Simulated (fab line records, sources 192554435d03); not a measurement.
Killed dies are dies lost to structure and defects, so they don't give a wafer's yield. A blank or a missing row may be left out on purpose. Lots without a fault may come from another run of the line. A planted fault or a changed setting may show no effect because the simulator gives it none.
A struck lot beside a sound one | flow n5_finfet | 25 steps out of a route of 1938
Sound: wafers L261.1, L261.2, L261.6. Struck: wafers L255.3, L255.4, L255.6. The cause comes at the end.
At each step with rows: each side's tool, then ch and its chambers, then its first start. Under that, the readings that differ: sound wafers | struck wafers | difference of the means | sigmas: that difference in standard deviations of wafers without a fault.
alike: readings whose means differ by less than 2 such deviations, and words and numbers that are the same on both sides. not compared: withheld readings, readings that some wafer has no value for, bounds like >300 that may hide the same value, and numbers for which the record gives no deviation and whose values overlap.
The two part at a step that has a row with sigmas, a row that says differs or no value, or rows on one side only. Numbers that don't overlap but have no deviation are shown without sigmas and don't part them. A reading that every wafer of one side lacks parts them only if that side has two wafers or more.

first, 3 steps without rows for these wafers: N5_MOL_CONTACT_COAG_CMP_23 (polishes, stops on SiO2, t overpolish 1.5 s, target thk 0 nm); N5_MOL_CONTACT_COAG_WET_ETCH_26 (target Co, target depth 13 nm); N5_MOL_CONTACT_COAG_WET_ETCH_116 (etches the open film in SC1-inhibited, target depth 4.6 nm, rinse time 30 s).
N5_MOL_CONTACT_COAG_ALD_27: deposits SiOC, target thk 17 nm, pulse time 1.5 s, time 2720 s.
  sound on ald_sin-01 ch 0,1, day 8 21:02; struck on ald_sin-01 ch 0,2, day 7 10:51
  alike: heater_power_w, precursor_pulse_height_rel
N5_MOL_CONTACT_COAG_CMP_28: polishes, stops on SiNx, t overpolish 0.85 s, target thk 14.522 nm.
  sound on cmp-02 ch 0,2,3, day 8 22:41; struck on cmp-04 ch 1,3, day 7 12:27
  reading                | sound       | struck      | difference | sigmas
  time_to_endpoint_s (s) | 3.0 2.7 4.9 | 8.7 8.4 7.9 | +4.8       | +2
  alike: motor_current_A
N5_MOL_CONTACT_COAG_THK_MEAS_29:
  sound on film_metro-01, day 8 22:53; struck on film_metro-01, day 7 12:43
  reading         | sound             | struck            | difference | sigmas
  MD_CAP_THK (nm) | 17.80 17.75 17.97 | 18.08 17.97 18.04 | +0.19      | +2
N5_MOL_CONTACT_COAG_ALD_123: deposits SiNx, target thk 5 nm, pulse time 1 s, purge time 2 s.
  sound on ald_sin-01 ch 1,2, day 8 23:45; struck on ald_sin-01 ch 0,2, day 7 13:18
  alike: heater_power_w, precursor_pulse_height_rel
then, 3 steps without rows for these wafers: N5_MOL_CONTACT_COAG_PECVD_31 (deposits SiO2 from TEOS/O2, target thk 46 nm, time 8.9 s); N5_MOL_CONTACT_COAG_COAT_75 (time 60 s, resist thk 60 nm); N5_MOL_CONTACT_COAG_COAT_76 (time 60 s, resist thk 10 nm).
N5_MOL_CONTACT_COAG_COAT_77: time 60 s, resist thk 10 nm.
  sound on litho_track-03 ch 0, day 9 00:19; struck on litho_track-04 ch 0, day 7 13:52
  reading                     | sound                | struck               | difference | sigmas
  dispense_pressure_kPa (kPa) | 54.5 54.5 54.5       | 51.0 51.0 51.0       | -3.5       | -2
  spin_speed_rpm (rpm)        | 1501.5 1501.0 1501.3 | 1459.2 1459.6 1460.0 | -41.7      | -43
then, 6 steps without rows for these wafers: N5_MOL_CONTACT_COAG_COAT_78 (resist thk 40 nm); N5_MOL_CONTACT_COAG_EBR_80; N5_MOL_CONTACT_COAG_SOFTBAKE_79 (time 60 s); N5_MOL_CONTACT_COAG_EXPOSE_81 (exposes mask VG, defocus 0 nm); N5_MOL_CONTACT_COAG_PEB_82 (peb time 60 s); N5_MOL_CONTACT_COAG_DEVELOP_83 (develop time 30 s).
N5_MOL_CONTACT_COAG_CD_MEAS_84: target cd 25.1 nm.
  sound on cd_sem-03 ch 0, day 9 00:35; struck on cd_sem-02 ch 0, day 7 14:08
  alike: cd_nm
N5_MOL_CONTACT_COAG_OVL_MEAS_85:
  sound on overlay-01 ch 0, day 9 00:37; struck on overlay-01 ch 0, day 7 14:11
  alike: VG_OVL
N5_MOL_CONTACT_COAG_INSPECT_57: inspects for defects (brightfield).
  sound on defect_inspect-01, day 9 00:41; struck on defect_inspect-02, day 7 14:14
  alike: raw_defect_count
N5_MOL_CONTACT_COAG_DESCUM_88: chemistry O2, time 7 s.
  sound on rie_diel-05 ch 1,2,3, day 9 00:51; struck on rie_diel-05 ch 1,2, day 7 14:28
  alike: drypump_motor_current_A, oes_product_au, rf_vpp_V, showerhead_plenum_p_Torr, throttle_valve_pct
  not compared: rf_hours_counter_h
N5_MOL_CONTACT_COAG_ETCH_89: etches underlayer in N2/H2, target depth 13 nm, time 10.4 s.
  sound on rie_diel-05 ch 1,2,3, day 9 00:53; struck on rie_diel-05 ch 1,2, day 7 14:29
  reading                  | sound             | struck            | difference | sigmas
  model.etch.depth_nm (nm) | 9.991 9.965 9.974 | 10.16 10.12 10.17 | +0.17      |
  alike: drypump_motor_current_A, etch_rf_on_time_s, oes_product_au, rf_vpp_V, showerhead_plenum_p_Torr, throttle_valve_pct
  not compared: rf_hours_counter_h
N5_MOL_CONTACT_COAG_ETCH_90: etches SiARC in CF4, target depth 13 nm, time 21.7 s.
  sound on rie_diel-05 ch 1,2,3, day 9 00:54; struck on rie_diel-05 ch 1,2, day 7 14:31
  alike: drypump_motor_current_A, etch_rf_on_time_s, mfc_ar_sccm, oes_product_au, rf_vpp_V, showerhead_plenum_p_Torr, throttle_valve_pct
  not compared: rf_hours_counter_h
-- the record jumps here: 3 days lie between the struck wafers' starts before and after (it left off in module MOL_CONTACT_COAG and takes up again in module BEOL_M4, whose first step shown is number 1111 of the route) --
N5_BEOL_M4_RC_MEAS_101:
  sound on prober-01 ch 0, day 11 17:05; struck on prober-01 ch 0, day 10 06:14
  alike: DIBL_N, DIBL_P, IOFF_N, IOFF_P, ION_N, ION_P, SS_N, SS_P, VT_N, VT_P
-- the record jumps here: 4 days lie between the struck wafers' starts before and after (it left off in module BEOL_M4 and takes up again in module PASSIVATION, whose first step shown is number 1936 of the route) --
N5_PASSIVATION_PROBE_49:
  sound on prober-02, day 16 01:00; struck on prober-01, day 14 06:25
  reading         | sound    | struck | difference | sigmas
  killed_at_M4_up | 17 20 20 | 5 7 12 | -11        | -2
  alike: defect_limited_yield, killed_at_M0_to_M3, killed_at_contacts, killed_at_front_end, killed_at_other, killed_dies, killed_on_rim, killed_open, killed_short, sort_bin_5_function, sort_bin_6_memory, sort_bin_8_speed, sort_n_pass, sort_yield_pct

WHERE THEY PART
First at N5_MOL_CONTACT_COAG_CMP_28; last, within this record, at N5_PASSIVATION_PROBE_49.

WHY: what the simulator had put in
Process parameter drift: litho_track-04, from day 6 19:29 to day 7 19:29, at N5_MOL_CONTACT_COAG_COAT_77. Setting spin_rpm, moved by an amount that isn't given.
